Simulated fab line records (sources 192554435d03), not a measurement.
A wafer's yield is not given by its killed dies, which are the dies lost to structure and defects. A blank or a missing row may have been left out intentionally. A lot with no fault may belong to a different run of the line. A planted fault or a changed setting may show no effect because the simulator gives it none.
fab line records	flow n5Finfet
[record] lots = 24	wafers = 72	lastDay = 18
route steps=1938 shown SDB@361 HKMG_FIN@398 GATE_CUT@514 MOL_CONTACT_COAG@528
lots that met no fault: taken from a fault-free run of the same line
startH: hours from the record's opening day to when the first of the lot's shown wafers began	waitH: hours elapsed since this lot's preceding step	" as in the row above	L1.1+2: a row that stands for several wafers	- no value, or no start given	* or withheld: withheld	< > ~ a bound
route shown NAME@n: NAME is a module with steps in the file, n the number in the route of the first one	usual: average and standard deviation across the fault-free wafers	same: alike in all rows	chamber/n: place in a boat	sites: per-site readings	_std_site: the standard deviation of these	_edge_site: outer sites' mean less inner sites'	radiusMm: how far each site lies from the wafer's centre	mask NAME#n: copy n	behind: the most recent tool/chamber to have shaped the wafer	hold: why the lot was held/for how many hours/how that ended	device: which transistor (n, p or np) failed to switch	end of line: tests of these same wafers at the route's end	a step with no rows: only its recipe	killed: at the first sort, the dies lost to defects and structure; wafer yield is something else	map: the dies of a wafer, with x for killed, . for not killed, _ for no die there
set.NAME: setting as actually run; set.NAME@STEP: the setting as run at that earlier step	model.NAME: the simulator's own value behind a step, which no gauge read
one table for each step of the route and one row for each wafer, over a sample of lots
services: the hour from which a tool's chamber was out of use, counted from the record's first day as startH (under 0 if before that day), plus the number of hours and why
[[steps]]
[step N5_SDB_ETCH_18]
[recipe] chemistry = N2/H2	target = SOC	targetDepthA = 1000	overetchA = 200	maskMaterial = SiARC	tempC = 40	timeS = 150	ionEnergyEv = 200	pressureMtorr = 30	sourceW = 840	biasW = 150	n2FlowSccm = 200	h2FlowSccm = 200
[usual] drypumpMotorCurrentA = 5.7/0.56	h2FlowSccm = 200.0/0.65	oesProductAu = 0.67/0.061	rfVppV = 522.9/2.1	showerheadPlenumPTorr = 2.51/0.067	throttleValvePct = 17.87/0.28
lot.wafer	tool	chamber	startH	waitH	drypumpMotorCurrentA	h2FlowSccm	oesProductAu	rfHoursCounterH	rfVppV	showerheadPlenumPTorr	throttleValvePct
L074.2	rieDiel-01	2	69.32	0.0	6.4	200.4	0.79	26	525.6	2.58	17.18
L074.4	"	0	"	"	4.9	200.8	0.77	67	522.5	2.48	17.84
L074.6	"	2	"	"	6.4	199.5	0.80	-	525.1	2.58	17.18
L075.1	rieDiel-06	1	80.56	0.0	4.9	200.6	0.70	117	520.9	2.46	18.00
L075.4	"	3	"	"	5.5	201.1	0.64	182	520.3	2.45	18.27
L075.6	"	3	"	"	5.5	200.9	0.64	-	519.9	2.45	18.27
L076.3	rieDiel-05	0	82.61	0.0	6.1	200.0	0.83	13	521.4	2.50	17.47
L076.5	"	3	"	"	6.1	200.0	0.66	-	526.4	2.63	18.11
L076.6	"	0	"	"	6.1	200.5	0.83	-	522.1	2.50	17.46
L077.2	rieDiel-06	1	86.62	0.0	4.8	200.0	0.71	119	521.5	2.46	17.99
L077.4	"	2	"	"	6.6	200.5	0.62	-	520.9	2.42	17.85
L077.5	"	3	"	"	5.5	199.2	0.64	-	521.9	2.45	18.27
L078.1	rieDiel-01	3	93.30	0.0	5.2	198.6	0.64	215	523.4	2.53	18.03
L078.3	"	2	"	"	6.5	199.7	0.79	34	525.3	2.58	17.18
L078.4	"	0	"	"	4.9	201.1	0.75	75	522.6	2.47	17.84
L079.1	rieDiel-01	3	99.44	0.0	5.3	200.7	0.63	218	522.9	2.53	18.04
L079.3	"	0	"	"	4.9	199.5	0.75	78	522.6	2.47	17.85
L079.4	"	2	"	"	6.5	200.4	0.78	37	526.0	2.58	17.20
L080.2	rieDiel-06	2	101.23	0.0	6.6	200.1	0.62	218	519.8	2.42	17.86
L080.3	"	3	"	"	5.5	199.7	0.64	189	520.9	2.45	18.27
L080.6	"	0	"	"	5.6	199.8	0.71	-	524.7	2.55	17.69
L081.3	rieDiel-01	2	109.77	0.0	6.5	199.4	0.78	40	524.0	2.58	17.20
L081.5	"	1	"	"	5.1	201.9	0.68	-	524.1	2.55	17.76
L081.6	"	2	"	"	6.4	199.8	0.78	-	526.6	2.58	17.21
L082.4	rieDiel-05	3	115.67	0.0	6.1	200.1	0.65	185	527.4	2.63	18.13
L082.5	"	2	"	"	5.5	200.3	0.61	-	526.0	2.63	17.83
L082.6	"	1	"	"	5.8	199.2	0.64	-	522.6	2.51	17.89
L083.4	rieDiel-06	2	121.05	0.0	6.6	200.2	0.61	224	521.2	2.41	17.88
L083.5	"	3	"	"	5.4	201.1	0.63	-	521.5	2.44	18.27
L083.6	"	0	"	"	5.6	199.2	0.70	-	525.2	2.54	17.74
L084.3	rieDiel-05	1	128.66	0.0	5.9	200.2	0.64	228	521.7	2.50	17.90
L084.4	"	3	"	"	6.1	200.9	0.65	190	526.0	2.63	18.14
L084.5	"	2	"	"	5.5	200.5	0.61	-	525.4	2.62	17.84
L085.2	rieDiel-05	0	131.69	0.0	6.1	199.7	0.80	31	522.1	2.49	17.48
L085.3	"	2	"	"	5.5	199.3	0.61	234	526.2	2.62	17.83
L085.5	"	2	"	"	5.5	199.7	0.62	-	525.8	2.62	17.83
L086.1	rieDiel-01	3	136.65	0.0	5.3	200.5	0.63	231	522.6	2.52	18.09
L086.3	"	1	"	"	5.1	199.9	0.67	145	524.3	2.55	17.76
L086.5	"	0	"	"	4.9	199.7	0.74	-	521.3	2.47	17.88
L087.1	rieDiel-06	1	145.06	0.0	4.9	199.3	0.69	139	520.1	2.45	18.06
L087.3	"	0	"	"	5.6	200.0	0.69	152	523.3	2.54	17.74
L087.6	"	3	"	"	5.5	199.7	0.63	-	519.9	2.44	18.29
L088.2	rieDiel-01	3	149.87	0.0	5.3	199.7	0.62	237	524.6	2.52	18.07
L088.4	"	2	"	"	6.4	201.0	0.76	56	524.7	2.57	17.24
L088.5	"	2	"	"	6.5	199.9	0.75	-	524.0	2.57	17.23
L089.4	rieDiel-06	0	155.63	0.0	5.6	198.9	0.69	157	524.5	2.54	17.74
L089.5	"	0	"	"	5.6	200.3	0.69	-	524.6	2.54	17.76
L089.6	"	3	"	"	5.4	199.8	0.62	-	519.7	2.44	18.31
L090.1	rieDiel-06	0	166.04	0.0	5.6	198.7	0.69	161	523.6	2.53	17.75
L090.3	"	1	"	"	4.9	199.6	0.68	148	521.5	2.44	18.07
L090.5	"	1	"	"	4.9	199.8	0.68	-	520.5	2.44	18.06
L091.3	rieDiel-05	1	167.36	0.0	5.8	199.2	0.64	238	523.3	2.50	17.92
L091.5	"	1	"	"	5.8	200.4	0.63	-	522.1	2.50	17.94
L091.6	"	2	"	"	5.5	199.4	0.60	-	527.1	2.62	17.84
L092.2	rieDiel-06	0	175.27	0.0	5.6	199.5	0.68	163	524.5	2.53	17.76
L092.3	"	3	"	"	5.4	200.2	0.62	218	519.4	2.43	18.32
L092.6	"	2	"	"	6.6	199.6	0.60	-	519.7	2.41	17.89
L093.2	rieDiel-06	3	182.08	0.0	5.4	198.9	0.62	222	519.6	2.43	18.34
L093.3	"	1	"	"	4.9	201.3	0.67	153	522.0	2.44	18.07
L093.5	"	1	"	"	4.9	201.5	0.67	-	522.3	2.44	18.07
L094.1	rieDiel-06	1	185.19	0.0	4.9	198.9	0.67	155	522.4	2.44	18.07
L094.5	"	0	"	"	5.6	199.5	0.69	-	524.1	2.53	17.75
L094.6	"	3	"	"	5.5	200.1	0.61	-	518.8	2.43	18.32
L095.1	rieDiel-05	2	192.71	0.0	5.5	200.0	0.60	249	524.9	2.62	17.85
L095.4	"	3	"	"	6.1	200.1	0.64	205	525.3	2.62	18.17
L095.5	"	1	"	"	5.8	199.5	0.63	-	522.9	2.50	17.95
L096.1	rieDiel-05	1	199.70	0.0	5.8	199.1	0.63	246	522.3	2.50	17.96
L096.2	"	3	"	"	6.1	201.0	0.64	208	526.1	2.62	18.16
L096.5	"	3	"	"	6.1	200.7	0.64	-	526.0	2.62	18.16
L097.2	rieDiel-01	0	205.83	0.0	4.9	199.5	0.71	119	519.3	2.46	17.93
L097.3	"	2	"	"	6.4	200.3	0.74	78	526.4	2.56	17.30
L097.5	"	0	"	"	4.9	199.9	0.71	-	521.2	2.46	17.91
[step N5_SDB_ETCH_25]
[recipe] chemistry = C4F6/O2	target = SiO2	targetDepthA = 100	timeS = 3.3	ionEnergyEv = 250	maskMaterial = SiNx	pressureMtorr = 30	sourceW = 345	biasW = 185	Ar_flow_sccm = 300	C4F6_flow_sccm = 10	O2_flow_sccm = 10
[usual] drypumpMotorCurrentA = 5.6/0.55	oesProductAu = 0.75/0.071	rfVppV = 668/8.9	showerheadPlenumPTorr = 2.82/0.076	throttleValvePct = 21.22/0.24
lot.wafer	tool	chamber	startH	waitH	drypumpMotorCurrentA	oesProductAu	rfHoursCounterH	rfVppV	showerheadPlenumPTorr	throttleValvePct
L074.2	rieDiel-06	1	69.78	0.0	4.9	0.80	112	656	2.78	21.56
L074.4	"	3	"	"	5.4	0.71	177	677	2.74	21.40
L074.6	"	1	"	"	4.9	0.80	-	654	2.78	21.58
L075.1	rieDiel-06	0	81.01	0.0	5.6	0.80	132	667	2.89	21.31
L075.4	"	2	"	"	6.6	0.70	210	659	2.71	21.08
L075.6	"	0	"	"	5.6	0.80	-	667	2.89	21.32
L076.3	rieDiel-06	3	83.07	0.0	5.4	0.71	183	677	2.74	21.41
L076.5	"	1	"	"	4.9	0.79	-	656	2.78	21.57
L076.6	"	2	"	"	6.7	0.70	-	659	2.71	21.09
L077.2	rieDiel-06	3	87.08	0.0	5.4	0.71	184	676	2.74	21.41
L077.4	"	1	"	"	4.8	0.78	-	655	2.78	21.58
L077.5	"	2	"	"	6.6	0.69	-	659	2.71	21.11
L078.1	rieDiel-05	3	93.76	0.0	6.1	0.72	176	671	2.95	21.54
L078.3	"	1	"	"	5.7	0.72	215	668	2.83	21.33
L078.4	"	2	"	"	5.5	0.68	219	684	2.93	21.00
L079.1	rieDiel-01	0	100.12	0.3	4.9	0.83	78	675	2.76	21.14
L079.3	"	3	"	"	5.3	0.70	218	681	2.80	21.18
L079.4	"	1	"	"	5.0	0.76	133	668	2.84	20.99
L080.2	rieDiel-06	3	101.69	0.0	5.5	0.71	189	676	2.73	21.43
L080.3	"	1	"	"	4.9	0.79	125	656	2.78	21.61
L080.6	"	0	"	"	5.6	0.80	-	666	2.89	21.31
L081.3	rieDiel-06	2	110.23	0.0	6.6	0.70	221	660	2.71	21.11
L081.5	"	1	"	"	4.9	0.80	-	656	2.77	21.60
L081.6	"	0	"	"	5.6	0.79	-	665	2.89	21.33
L082.4	rieDiel-01	3	116.30	0.2	5.2	0.69	224	679	2.80	21.16
L082.5	"	2	"	"	6.4	0.88	-	657	2.92	20.80
L082.6	"	3	"	"	5.2	0.69	-	681	2.80	21.17
L083.4	rieDiel-06	3	121.51	0.0	5.5	0.70	195	675	2.73	21.42
L083.5	"	0	"	"	5.6	0.78	-	667	2.89	21.32
L083.6	"	3	"	"	5.5	0.70	-	677	2.73	21.42
L084.3	rieDiel-05	1	129.12	0.0	5.8	0.71	229	668	2.83	21.37
L084.4	"	2	"	"	5.5	0.67	233	684	2.93	21.03
L084.5	"	1	"	"	5.8	0.71	-	667	2.83	21.37
L085.2	rieDiel-05	0	132.15	0.0	6.1	0.90	31	660	2.80	20.84
L085.3	"	1	"	"	5.8	0.70	230	668	2.83	21.35
L085.5	"	2	"	"	5.5	0.67	-	683	2.93	21.00
L086.1	rieDiel-05	3	137.11	0.0	6.1	0.72	192	671	2.94	21.54
L086.3	"	2	"	"	5.5	0.67	235	684	2.93	21.02
L086.5	"	2	"	"	5.5	0.68	-	683	2.93	21.02
L087.1	rieDiel-05	2	145.57	0.1	5.5	0.67	239	683	2.92	21.00
L087.3	"	0	"	"	6.1	0.89	36	660	2.79	20.85
L087.6	"	2	"	"	5.6	0.67	-	683	2.92	21.02
L088.2	rieDiel-01	0	151.31	1.0	4.9	0.82	97	675	2.75	21.19
L088.4	"	1	"	"	5.1	0.76	152	669	2.83	21.03
L088.5	"	0	"	"	4.9	0.82	-	673	2.75	21.19
L089.4	rieDiel-01	0	156.35	0.0	4.9	0.82	99	674	2.75	21.18
L089.5	"	3	"	"	5.3	0.69	-	681	2.79	21.19
L089.6	"	2	"	"	6.5	0.85	-	657	2.91	20.81
L090.1	rieDiel-01	3	166.69	0.0	5.2	0.67	245	679	2.79	21.21
L090.3	"	0	"	"	4.9	0.81	105	676	2.75	21.19
L090.5	"	2	"	"	6.4	0.84	-	657	2.91	20.83
L091.3	rieDiel-01	0	167.82	0.0	4.9	0.81	105	673	2.75	21.19
L091.5	"	0	"	"	4.9	0.80	-	673	2.75	21.18
L091.6	"	1	"	"	5.1	0.75	-	669	2.83	21.03
L092.2	rieDiel-06	1	175.74	0.0	4.9	0.75	150	654	2.76	21.62
L092.3	"	0	"	"	5.6	0.77	164	667	2.88	21.35
L092.6	"	2	"	"	6.6	0.67	-	659	2.70	21.14
L093.2	rieDiel-05	1	182.54	0.0	5.8	0.70	241	668	2.82	21.40
L093.3	"	3	"	"	6.1	0.72	201	672	2.94	21.56
L093.5	"	2	"	"	5.5	0.66	-	683	2.92	21.04
L094.1	rieDiel-06	2	186.01	0.0	6.7	0.66	250	659	2.69	21.15
L094.5	"	3	"	"	5.4	0.69	-	674	2.72	21.47
L094.6	"	0	"	"	5.6	0.76	-	666	2.88	21.35
L095.1	rieDiel-05	2	193.17	0.0	5.5	0.66	249	683	2.92	21.04
L095.4	"	0	"	"	6.1	0.88	44	659	2.79	20.87
L095.5	"	3	"	"	6.1	0.71	-	672	2.94	21.54
L096.1	rieDiel-01	0	200.19	0.1	4.9	0.80	117	674	2.74	21.22
L096.2	"	1	"	"	5.1	0.75	170	668	2.82	21.07
L096.5	"	1	"	"	5.1	0.74	-	667	2.82	21.06
L097.2	rieDiel-05	1	206.29	0.0	5.7	0.70	249	669	2.82	21.38
L097.3	"	3	"	"	6.1	0.71	211	672	2.93	21.59
L097.5	"	3	"	"	6.1	0.71	-	672	2.93	21.56
[step N5_HKMG_FIN_CD_MEAS_49]
[recipe] targetCdNm = 202	landingEnergyEv = 500	detector = seInlens	polarity = opening
[usual] cdNm = 202.0/0.67
lot.wafer	tool	chamber	startH	waitH	cdNm
L074.2	cdSem-01	0	75.54	-	201.9
L074.4	"	0	"	"	202.5
L074.6	"	0	"	"	202.7
L075.1	cdSem-03	0	85.86	-	201.9
L075.4	"	0	"	"	201.4
L075.6	"	0	"	"	201.3
L076.3	cdSem-02	0	88.34	-	203.0
L076.5	"	0	"	"	202.1
L076.6	"	0	"	"	202.0
L077.2	cdSem-02	0	92.15	-	202.0
L077.4	"	0	"	"	203.2
L077.5	"	0	"	"	203.0
L078.1	cdSem-01	0	98.63	-	201.4
L078.3	"	0	"	"	201.9
L078.4	"	0	"	"	201.1
L079.1	cdSem-01	0	105.76	-	201.7
L079.3	"	0	"	"	202.3
L079.4	"	0	"	"	201.9
L080.2	cdSem-02	0	108.41	-	201.7
L080.3	"	0	"	"	202.2
L080.6	"	0	"	"	201.3
L081.3	cdSem-01	0	115.26	-	202.1
L081.5	"	0	"	"	201.3
L081.6	"	0	"	"	201.3
L082.4	cdSem-03	0	121.37	-	202.8
L082.5	"	0	"	"	203.3
L082.6	"	0	"	"	203.9
L083.4	cdSem-02	0	126.47	-	201.9
L083.5	"	0	"	"	202.4
L083.6	"	0	"	"	202.2
L084.3	cdSem-01	0	134.49	-	201.5
L084.4	"	0	"	"	202.6
L084.5	"	0	"	"	201.9
L085.2	cdSem-02	0	137.02	-	201.9
L085.3	"	0	"	"	203.1
L085.5	"	0	"	"	202.5
L086.1	cdSem-01	0	142.07	-	200.7
L086.3	"	0	"	"	201.9
L086.5	"	0	"	"	201.9
L087.1	cdSem-02	0	150.30	-	202.6
L087.3	"	0	"	"	202.9
L087.6	"	0	"	"	202.3
L088.2	cdSem-01	0	156.36	-	201.3
L088.4	"	0	"	"	201.2
L088.5	"	0	"	"	201.2
L089.4	cdSem-01	0	161.54	-	202.5
L089.5	"	0	"	"	201.3
L089.6	"	0	"	"	200.9
L090.1	cdSem-01	0	171.41	-	202.4
L090.3	"	0	"	"	202.1
L090.5	"	0	"	"	201.7
L091.3	cdSem-01	0	172.67	-	204.0
L091.5	"	0	"	"	202.4
L091.6	"	0	"	"	203.4
L092.2	cdSem-02	0	180.47	-	201.4
L092.3	"	0	"	"	202.3
L092.6	"	0	"	"	200.8
L093.2	cdSem-01	0	187.48	-	202.1
L093.3	"	0	"	"	201.9
L093.5	"	0	"	"	201.5
L094.1	cdSem-01	0	191.34	-	201.4
L094.5	"	0	"	"	201.2
L094.6	"	0	"	"	201.2
L095.1	cdSem-03	0	197.91	-	201.7
L095.4	"	0	"	"	202.2
L095.5	"	0	"	"	202.7
L096.1	cdSem-02	0	204.91	-	201.6
L096.2	"	0	"	"	201.8
L096.5	"	0	"	"	201.2
L097.2	cdSem-02	0	211.02	-	202.4
L097.3	"	0	"	"	202.2
L097.5	"	0	"	"	202.3
[step N5_HKMG_FIN_STRIP_19]
[recipe] chemistry = N2/H2	powerW = 2500	tempC = 300	h2Frac = 0.65	timeS = 360	pressureMtorr = withheld	n2FlowSccm = 1750	h2FlowSccm = 3250
[usual] drypumpMotorCurrentA = 5.59/0.24	h2FlowSccm = 3251/10	heaterPowerW = 464/26
lot.wafer	tool	chamber	startH	waitH	drypumpMotorCurrentA	h2FlowSccm	heaterPowerW	rfHoursCounterH
L074.2	plasmaAsher-01	0	79.97	0.0	5.36	3258	484	95
L074.4	"	1	"	"	5.88	3250	445	-
L074.6	"	0	"	"	5.37	3250	494	-
L075.1	plasmaAsher-02	1	89.90	0.0	5.73	3254	439	34
L075.4	"	1	"	"	5.76	3240	449	-
L075.6	"	0	"	"	5.36	3254	488	-
L076.3	plasmaAsher-02	0	92.80	0.1	5.34	3255	493	-
L076.5	"	1	"	"	5.79	3245	431	-
L076.6	"	0	"	"	5.35	3258	487	-
L077.2	plasmaAsher-01	1	96.56	0.0	5.89	3241	439	99
L077.4	"	0	"	"	5.35	3268	497	-
L077.5	"	1	"	"	5.89	3242	440	-
L078.1	plasmaAsher-02	1	103.01	0.0	5.77	3259	448	36
L078.3	"	0	"	"	5.34	3263	486	-
L078.4	"	1	"	"	5.80	3264	438	-
L079.1	plasmaAsher-02	1	110.19	0.0	5.79	3231	434	38
L079.3	"	1	"	"	5.73	3235	428	-
L079.4	"	0	"	"	5.35	3271	476	-
L080.2	plasmaAsher-01	0	112.67	0.0	5.36	3236	494	102
L080.3	"	1	"	"	5.86	3246	432	-
L080.6	"	1	"	"	5.89	3252	438	-
L081.3	plasmaAsher-02	0	119.85	0.1	5.37	3254	489	-
L081.5	"	1	"	"	5.79	3253	443	-
L081.6	"	0	"	"	5.38	3262	481	-
L082.4	plasmaAsher-01	0	125.65	0.1	5.36	3245	502	-
L082.5	"	0	"	"	5.37	3247	498	-
L082.6	"	1	"	"	5.86	3257	436	-
L083.4	plasmaAsher-02	0	130.85	0.1	5.34	3241	480	-
L083.5	"	0	"	"	5.33	3246	470	-
L083.6	"	1	"	"	5.78	3249	444	-
L084.3	plasmaAsher-01	0	138.65	0.1	5.36	3261	495	-
L084.4	"	1	"	"	5.92	3270	440	-
L084.5	"	0	"	"	5.35	3242	490	-
L085.2	plasmaAsher-02	0	141.08	0.0	5.37	3244	473	44
L085.3	"	1	"	"	5.75	3261	440	-
L085.5	"	1	"	"	5.77	3265	453	-
L086.1	plasmaAsher-02	1	146.06	0.0	5.80	3258	452	46
L086.3	"	1	"	"	5.80	3249	439	-
L086.5	"	0	"	"	5.38	3244	485	-
L087.1	plasmaAsher-01	0	155.65	0.0	5.35	3265	479	111
L087.3	"	1	"	"	5.86	3247	439	-
L087.6	"	0	"	"	5.34	3259	494	-
L088.2	plasmaAsher-01	0	160.81	0.0	5.34	3244	485	113
L088.4	"	1	"	"	5.86	3258	434	-
L088.5	"	0	"	"	5.35	3242	484	-
L089.4	plasmaAsher-01	0	166.23	0.2	5.34	3260	498	-
L089.5	"	0	"	"	5.35	3267	501	-
L089.6	"	1	"	"	5.86	3266	437	-
L090.1	plasmaAsher-01	1	175.84	0.0	5.89	3249	434	118
L090.3	"	0	"	"	5.37	3270	491	-
L090.5	"	1	"	"	5.91	3264	432	-
L091.3	plasmaAsher-02	1	177.60	0.1	5.80	3241	446	-
L091.5	"	0	"	"	5.33	3265	485	-
L091.6	"	1	"	"	5.82	3231	435	-
L092.2	plasmaAsher-01	1	184.40	0.0	5.91	3264	443	121
L092.3	"	0	"	"	5.35	3245	502	-
L092.6	"	0	"	"	5.35	3236	495	-
L093.2	plasmaAsher-01	0	191.53	0.0	5.37	3262	508	124
L093.3	"	0	"	"	5.36	3257	509	-
L093.5	"	1	"	"	5.92	3262	447	-
L094.1	plasmaAsher-02	1	195.57	0.0	5.76	3254	448	49
L094.5	"	0	"	"	5.36	3250	475	-
L094.6	"	1	"	"	5.77	3240	442	-
L095.1	plasmaAsher-02	1	202.67	0.0	5.83	3238	449	50
L095.4	"	1	"	"	5.76	3235	440	-
L095.5	"	1	"	"	5.78	3244	449	-
L096.1	plasmaAsher-02	1	209.75	0.0	5.77	3238	446	52
L096.2	"	0	"	"	5.43	3252	490	52
L096.5	"	1	"	"	5.74	3247	441	-
L097.2	plasmaAsher-01	1	215.77	0.0	5.89	3242	441	128
L097.3	"	0	"	"	5.34	3248	496	-
L097.5	"	0	"	"	5.36	3258	484	-
[step N5_GATE_CUT_CMP_61]
[recipe] stopOn = SiNx	tOverpolishS = 3	postCmpClean = alkalineBrush	downForcePsi = 4	platenRpm = 27.09	padVelocityMS = 0.539
[usual] motorCurrentA = 11.6/1.4	retainingRingPressureFrac = 1.001/0.0049
lot.wafer	tool	chamber	startH	waitH	motorCurrentA	retainingRingPressureFrac
L074.4	cmp-03	2	91.49	0.3	10.8	0.998
L074.2	"	3	"	"	11.2	1.001
L074.6	"	1	"	"	10.5	0.996
L075.1	cmp-02	3	102.43	0.4	10.9	1.007
L075.4	"	1	"	"	10.6	1.002
L075.6	"	3	"	"	10.7	0.999
L076.3	cmp-03	3	103.92	0.3	10.8	1.000
L076.5	"	2	"	"	10.6	1.009
L076.6	"	3	"	"	11.7	0.994
L077.4	cmp-03	1	107.88	0.4	11.0	1.002
L077.2	"	2	"	"	11.0	0.997
L077.5	"	1	"	"	10.9	1.006
L078.1	cmp-02	1	113.91	0.3	10.4	0.996
L078.3	"	2	"	"	11.1	1.003
L078.4	"	3	"	"	10.6	1.002
L079.3	cmp-01	1	120.93	0.4	12.9	0.995
L079.1	"	3	"	"	13.2	1.004
L079.4	"	0	"	"	10.7	0.997
L080.2	cmp-02	2	123.82	0.3	11.0	1.012
L080.3	"	3	"	"	10.2	1.003
L080.6	"	1	"	"	10.1	0.999
L081.3	cmp-03	3	130.76	0.2	10.7	0.996
L081.6	"	0	"	"	13.6	1.003
L081.5	"	1	"	"	11.2	0.992
L082.4	cmp-03	3	136.89	0.2	10.8	0.989
L082.6	"	0	"	"	12.8	1.001
L082.5	"	1	"	"	10.8	1.001
L083.4	cmp-01	1	141.82	0.4	13.0	1.001
L083.6	"	1	"	"	13.0	0.991
L083.5	"	2	"	"	14.3	0.994
L084.4	cmp-03	1	150.25	0.4	10.8	1.003
L084.3	"	2	"	"	11.4	0.999
L084.5	"	2	"	"	10.9	0.998
L085.2	cmp-01	3	151.97	0.3	12.7	1.000
L085.3	"	1	"	"	12.7	1.003
L085.5	"	3	"	"	13.2	1.005
L086.1	cmp-03	2	156.96	0.4	11.0	0.999
L086.3	"	3	"	"	10.8	0.997
L086.5	"	2	"	"	11.2	0.995
L087.1	cmp-02	3	166.61	0.4	11.3	1.003
L087.3	"	1	"	"	10.0	0.999
L087.6	"	3	"	"	10.3	1.007
L088.4	cmp-02	1	172.32	0.4	9.9	0.989
L088.2	"	2	"	"	10.9	1.005
L088.5	"	2	"	"	10.6	1.009
L089.4	cmp-01	3	177.45	0.3	13.2	1.007
L089.5	"	1	"	"	12.9	1.003
L089.6	"	2	"	"	14.6	1.000
L090.1	cmp-03	2	187.39	0.4	11.8	1.012
L090.3	"	1	"	"	10.1	1.006
L090.5	"	2	"	"	11.0	1.008
L091.3	cmp-02	2	189.79	0.2	11.1	1.003
L091.5	"	3	"	"	10.6	1.002
L091.6	"	0	"	"	11.2	0.996
L092.2	cmp-03	0	195.64	0.4	14.8	1.009
L092.3	"	3	"	"	11.2	0.999
L092.6	"	1	"	"	10.4	0.997
L093.3	cmp-02	1	202.49	0.4	10.2	0.997
L093.2	"	0	"	"	11.3	1.002
L093.5	"	2	"	"	10.9	1.007
L094.1	cmp-02	3	213.93	0.2	10.9	1.005
L094.6	"	0	"	"	11.7	0.994
L094.5	"	1	"	"	10.2	0.996
L095.1	cmp-01	2	214.87	0.3	13.8	0.999
L095.4	"	0	"	"	10.2	1.006
L095.5	"	1	"	"	13.3	1.001
L096.2	cmp-01	2	220.69	0.4	14.6	0.994
L096.1	"	0	"	"	11.3	1.010
L096.5	"	2	"	"	14.1	0.997
L097.3	cmp-03	1	226.78	0.4	10.4	1.002
L097.2	"	2	"	"	9.9	1.004
L097.5	"	2	"	"	10.8	1.007
[step N5_MOL_CONTACT_COAG_INSPECT_10]
[recipe] mode = adi	inspectInstrument = brightfield
[usual] rawDefectCount = 78/35
lot.wafer	tool	chamber	startH	waitH	rawDefectCount
L074.2	defectInspect-01	-	92.21	0.0	62
L074.4	"	-	"	"	62
L074.6	"	-	"	"	44
L075.1	defectInspect-01	-	103.29	0.1	62
L075.4	"	-	"	"	55
L075.6	"	-	"	"	62
L076.3	defectInspect-02	-	104.64	0.0	34
L076.5	"	-	"	"	29
L076.6	"	-	"	"	71
L077.2	defectInspect-02	-	108.63	0.0	85
L077.4	"	-	"	"	119
L077.5	"	-	"	"	95
L078.1	defectInspect-01	-	114.50	0.1	32
L078.3	"	-	"	"	39
L078.4	"	-	"	"	26
L079.1	defectInspect-02	-	121.55	0.1	161
L079.3	"	-	"	"	131
L079.4	"	-	"	"	105
L080.2	defectInspect-02	-	124.41	0.0	70
L080.3	"	-	"	"	60
L080.6	"	-	"	"	53
L081.3	defectInspect-01	-	131.42	0.0	44
L081.5	"	-	"	"	56
L081.6	"	-	"	"	46
L082.4	defectInspect-02	-	137.42	0.0	86
L082.5	"	-	"	"	55
L082.6	"	-	"	"	66
L083.4	defectInspect-02	-	142.57	0.0	55
L083.5	"	-	"	"	38
L083.6	"	-	"	"	97
L084.3	defectInspect-01	-	150.99	0.0	76
L084.4	"	-	"	"	69
L084.5	"	-	"	"	106
L085.2	defectInspect-01	-	152.68	0.0	40
L085.3	"	-	"	"	43
L085.5	"	-	"	"	53
L086.1	defectInspect-01	-	157.57	0.1	70
L086.3	"	-	"	"	67
L086.5	"	-	"	"	76
L087.1	defectInspect-01	-	167.22	0.1	173
L087.3	"	-	"	"	109
L087.6	"	-	"	"	98
L088.2	defectInspect-02	-	173.07	0.0	50
L088.4	"	-	"	"	69
L088.5	"	-	"	"	87
L089.4	defectInspect-01	-	178.01	0.0	60
L089.5	"	-	"	"	69
L089.6	"	-	"	"	47
L090.1	defectInspect-01	-	188.01	0.1	75
L090.3	"	-	"	"	134
L090.5	"	-	"	"	118
L091.3	defectInspect-02	-	190.33	0.0	98
L091.5	"	-	"	"	131
L091.6	"	-	"	"	59
L092.2	defectInspect-01	-	196.25	0.0	89
L092.3	"	-	"	"	58
L092.6	"	-	"	"	75
L093.2	defectInspect-02	-	203.11	0.0	73
L093.3	"	-	"	"	53
L093.5	"	-	"	"	47
L094.1	defectInspect-01	-	214.58	0.1	98
L094.5	"	-	"	"	68
L094.6	"	-	"	"	28
L095.1	defectInspect-01	-	215.45	0.1	62
L095.4	"	-	"	"	90
L095.5	"	-	"	"	99
L096.1	defectInspect-02	-	221.44	0.1	173
L096.2	"	-	"	"	110
L096.5	"	-	"	"	135
L097.2	defectInspect-01	-	227.53	0.0	62
L097.3	"	-	"	"	71
L097.5	"	-	"	"	150
[[services]]
tool	chamber	startH	hours	kind
cmp-03	-	56.77	1.0	repair
rieDiel-05	1	57.17	13.0	repair
rieDiel-06	0	82.08	7.0	repair
rieDiel-01	-	90.23	0.2	repair
cmp-02	-	127.72	4.6	pm
cmp-01	-	132.22	4.6	pm
cmp-02	-	136.03	4.0	pm
rieDiel-05	-	147.49	16.3	repair
plasmaAsher-02	-	154.00	17.9	repair
rieDiel-01	1	164.18	2.6	repair
plasmaAsher-02	-	174.04	0.6	repair
cmp-01	-	178.17	4.0	pm
plasmaAsher-02	-	180.28	12.1	repair
cmp-01	-	183.39	0.2	repair
rieDiel-06	2	186.97	-	clean
rieDiel-06	2	186.97	-	consumableReplace:focusRing
rieDiel-06	2	186.97	-	consumableReplace:showerhead
rieDiel-06	2	186.97	13.7	scheduledDown
rieDiel-06	2	186.97	13.7	ventCycle
rieDiel-05	2	197.50	-	clean
rieDiel-05	2	197.50	-	consumableReplace:focusRing
plasmaAsher-02	-	206.24	2.8	pm
rieDiel-05	-	220.37	0.1	repair
plasmaAsher-02	-	222.88	3.7	repair
[[key]]
fault none
